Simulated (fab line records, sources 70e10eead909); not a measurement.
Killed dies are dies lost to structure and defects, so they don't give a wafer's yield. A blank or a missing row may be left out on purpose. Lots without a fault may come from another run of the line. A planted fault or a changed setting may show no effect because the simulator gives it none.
Chamber matching | flow nand_harc | NHARC_A_STAIRCASE_DESCUM_252 on rie_diel-07: 4 sister chambers
The step chemistry O2, time 3 s. 8 wafers are shown with their chamber, then 10 later ones without.

WAFERS WITH THEIR CHAMBER
wafer  | chamber | showerhead_plenum_p_Torr (Torr) | drypump_motor_current_A (A)
L080.2 | 3       | 1.96                            | 5.7
L079.1 | 2       | 1.82                            | 6.0
L078.6 | 0       | 2.07                            | 6.3
L078.2 | 3       | 1.96                            | 5.7
L078.3 | 2       | 1.82                            | 6.0
L078.4 | 1       | 1.80                            | 5.6
L087.1 | 0       | 2.07                            | 6.2
L087.4 | 1       | 1.79                            | 5.5

WAFERS WITHOUT THEIR CHAMBER
wafer  | showerhead_plenum_p_Torr (Torr) | drypump_motor_current_A (A)
L087.5 | 1.81                            | 6.1
L093.1 | 1.95                            | 5.7
L093.3 | 2.06                            | 6.3
L093.4 | 1.78                            | 5.6
L093.2 | 1.78                            | 5.6
L093.5 | 1.95                            | 5.7
L093.6 | 2.06                            | 6.3
L096.2 | 2.06                            | 6.3
L096.5 | 1.78                            | 5.6
L096.6 | 1.81                            | 6.0

WHICH CHAMBER EACH WENT THROUGH
wafer  | from the rows above | in truth
L087.5 | 2                   | 2
L093.1 | 3                   | 3
L093.3 | 0                   | 0
L093.4 | 1                   | 1
L093.2 | 1                   | 1
L093.5 | 3                   | 3
L093.6 | 0                   | 0
L096.2 | 0                   | 0
L096.5 | 1                   | 1
L096.6 | 2                   | 2
Placed correctly: 10 of 10. Can't be placed from these rows: 0. Placed wrongly: 0.
How it was worked out, from the rows above alone: a wafer's distance from a chamber is the root of the sum, over the readings, of the square of ((its reading less the chamber's mean) divided by the reading's scatter). The wafer belongs to the nearest chamber; if the next one is less than 2 further off, it can't be placed. A chamber's mean is the mean of its shown wafers. The scatter: the root of (the sum of the squares of (reading less its chamber's mean) over the shown wafers, divided by (wafers less chambers)).
